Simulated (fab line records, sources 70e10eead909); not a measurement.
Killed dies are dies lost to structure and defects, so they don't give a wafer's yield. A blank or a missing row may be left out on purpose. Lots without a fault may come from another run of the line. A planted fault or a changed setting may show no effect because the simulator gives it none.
Chamber matching | flow nand_harc | NHARC_P_GATE_DESCUM_61 on rie_diel-02: 4 sister chambers
The step chemistry O2, time 3 s. 16 wafers are shown with their chamber, then 8 later ones without.

WAFERS WITH THEIR CHAMBER
wafer  | chamber | drypump_motor_current_A (A) | showerhead_plenum_p_Torr (Torr) | oes_product_au (a.u.)
L076.2 | 0       | 5.9                         | 1.91                            | 1.016
L076.4 | 1       | 5.5                         | 1.96                            | 1.008
L076.6 | 3       | 5.4                         | 1.94                            | 0.997
L082.1 | 2       | 5.2                         | 1.79                            | 1.004
L082.2 | 1       | 5.5                         | 1.96                            | 0.996
L082.4 | 0       | 6.0                         | 1.90                            | 1.002
L088.2 | 3       | 5.4                         | 1.93                            | 0.999
L088.4 | 1       | 5.5                         | 1.96                            | 1.012
L088.5 | 1       | 5.5                         | 1.96                            | 1.014
L089.1 | 2       | 5.2                         | 1.78                            | 1.008
L089.3 | 1       | 5.5                         | 1.96                            | 1.013
L089.4 | 3       | 5.4                         | 1.93                            | 0.989
L090.1 | 0       | 5.9                         | 1.90                            | 1.011
L090.3 | 2       | 5.2                         | 1.78                            | 1.006
L090.6 | 1       | 5.5                         | 1.96                            | 1.013
L095.1 | 0       | 5.9                         | 1.89                            | 1.007

SIGNATURES (means of the wafers above)
reading                  | chamber 0 | chamber 1 | chamber 2 | chamber 3 | scatter within a chamber
drypump_motor_current_A  | 5.925     | 5.500     | 5.200     | 5.400     | 0.025
showerhead_plenum_p_Torr | 1.9000    | 1.9600    | 1.7833    | 1.9333    | 0.00527
oes_product_au           | 1.00900   | 1.00933   | 1.00600   | 0.99500   | 0.00581
Rule: a wafer's distance from a chamber is the root of the sum, over the readings, of the square of ((its reading less the chamber's mean) divided by the reading's scatter). The wafer belongs to the nearest chamber; if the next one is less than 2 further off, it can't be placed. The scatter: the root of (the sum of the squares of (reading less its chamber's mean) over the shown wafers, divided by (wafers less chambers)).

WAFERS WITHOUT THEIR CHAMBER
wafer  | drypump_motor_current_A (A) | showerhead_plenum_p_Torr (Torr) | oes_product_au (a.u.)
L095.2 | 5.4                         | 1.92                            | 0.988
L095.4 | 5.2                         | 1.78                            | 1.000
L096.1 | 5.5                         | 1.95                            | 1.016
L096.3 | 5.4                         | 1.92                            | 0.997
L096.5 | 5.4                         | 1.92                            | 1.010
L097.1 | 5.2                         | 1.78                            | 1.005
L097.4 | 5.5                         | 1.95                            | 1.009
L097.6 | 5.4                         | 1.92                            | 0.995

WHICH CHAMBER EACH WENT THROUGH
wafer  | from the rows above | in truth
L095.2 | 3                   | 3
L095.4 | 2                   | 2
L096.1 | 1                   | 1
L096.3 | 3                   | 3
L096.5 | 3                   | 3
L097.1 | 2                   | 2
L097.4 | 1                   | 1
L097.6 | 3                   | 3
Placed correctly: 8 of 8. Can't be placed from these rows: 0. Placed wrongly: 0.
